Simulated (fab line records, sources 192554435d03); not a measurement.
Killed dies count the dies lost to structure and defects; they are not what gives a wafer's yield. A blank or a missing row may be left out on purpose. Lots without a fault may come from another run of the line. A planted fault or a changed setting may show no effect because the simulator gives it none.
Matching of chambers + flow n5Finfet + pecvd-02 running N5_BEOL_M8_PECVD_70: 3 sister chambers
The step deposits SiO2 from TEOS/O2, target thk 20 nm, time 22.7 s. 3 wafers are shown with their chamber, then 9 later ones without.

WAFERS WITH THEIR CHAMBER
| wafer  | chamber | throttleValvePct (%) |
|--------|---------|----------------------|
| L087.6 | 1       | 24.2                 |
| L092.4 | 2       | 20.5                 |
| L092.6 | 0       | 24.1                 |

WAFERS WITHOUT THEIR CHAMBER
| wafer  | throttleValvePct (%) |
|--------|----------------------|
| L094.2 | 24.5                 |
| L094.3 | 20.7                 |
| L094.4 | 20.5                 |
| L095.1 | 24.2                 |
| L095.3 | 24.0                 |
| L095.4 | 24.0                 |
| L097.1 | 20.5                 |
| L097.4 | 23.8                 |
| L097.5 | 20.4                 |

WHICH CHAMBER EACH ONE RAN IN
| wafer  | from the rows above     | in truth |
|--------|-------------------------|----------|
| L094.2 | can't be placed: 1 or 0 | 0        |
| L094.3 | 2                       | 2        |
| L094.4 | 2                       | 2        |
| L095.1 | can't be placed: 1 or 0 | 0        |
| L095.3 | can't be placed: 0 or 1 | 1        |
| L095.4 | can't be placed: 0 or 1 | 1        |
| L097.1 | 2                       | 2        |
| L097.4 | can't be placed: 0 or 1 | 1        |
| L097.5 | 2                       | 2        |
4 of 9 placed correctly. Unplaceable from these rows: 5, with the true chamber sitting among the candidates in 5. 0 placed wrongly.
How it was worked out, from the rows above alone: a wafer's distance from a chamber is the root of the sum, over the readings, of the square of ((its reading less the chamber's mean) divided by the reading's scatter). If the next closest chamber is less than 2 further off than the closest, the wafer can't be placed; otherwise it belongs to the closest. The mean given for a chamber averages the wafers shown for that chamber. The scatter: with one shown wafer a chamber, the root of the mean of the squares of how far each hidden wafer lies from its nearest shown one.
